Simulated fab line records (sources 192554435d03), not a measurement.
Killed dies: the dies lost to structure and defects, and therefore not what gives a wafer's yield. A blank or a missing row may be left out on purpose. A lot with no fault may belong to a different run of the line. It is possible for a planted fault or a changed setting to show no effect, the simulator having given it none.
Chamber matching :: flow n5Finfet :: cvdCo-02 running N5_BEOL_M3_PRE_CLEAN_60: 3 sister chambers
The step time 15 s. 3 wafers are shown with their chamber, then 12 later ones without.

## EACH WAFER AND ITS CHAMBER
wafer: L089.1
chamber: 1
heaterPowerW (W): 81

wafer: L089.2
chamber: 0
heaterPowerW (W): 52

wafer: L089.3
chamber: 2
heaterPowerW (W): 72

## WAFERS MISSING THEIR CHAMBER
wafer: L089.4
heaterPowerW (W): 53

wafer: L089.5
heaterPowerW (W): 82

wafer: L089.6
heaterPowerW (W): 74

wafer: L095.1
heaterPowerW (W): 83

wafer: L095.3
heaterPowerW (W): 53

wafer: L095.4
heaterPowerW (W): 52

wafer: L094.1
heaterPowerW (W): 53

wafer: L094.4
heaterPowerW (W): 53

wafer: L094.6
heaterPowerW (W): 82

wafer: L097.1
heaterPowerW (W): 84

wafer: L097.2
heaterPowerW (W): 54

wafer: L097.6
heaterPowerW (W): 82

## THE CHAMBER EACH PASSED THROUGH
wafer: L089.4
from the rows above: 0
in truth: 0

wafer: L089.5
from the rows above: 1
in truth: 1

wafer: L089.6
from the rows above: 2
in truth: 2

wafer: L095.1
from the rows above: 1
in truth: 1

wafer: L095.3
from the rows above: 0
in truth: 0

wafer: L095.4
from the rows above: 0
in truth: 0

wafer: L094.1
from the rows above: 0
in truth: 0

wafer: L094.4
from the rows above: 0
in truth: 0

wafer: L094.6
from the rows above: 1
in truth: 1

wafer: L097.1
from the rows above: 1
in truth: 1

wafer: L097.2
from the rows above: 0
in truth: 0

wafer: L097.6
from the rows above: 1
in truth: 1
Correct placement for 12 of the 12. Not placeable from these rows: 0. 0 placed wrongly.
How it was worked out, from the rows above alone: a wafer's distance from a chamber is the root of the sum, over the readings, of the square of ((its reading less the chamber's mean) divided by the reading's scatter). If the next closest chamber is less than 2 further off than the closest, the wafer can't be placed; otherwise it belongs to the closest. For every chamber, the mean is computed from those of its wafers that are shown. The scatter (one wafer shown for each chamber): square how far every hidden wafer sits from the nearest shown wafer, average those squares and take the square root.
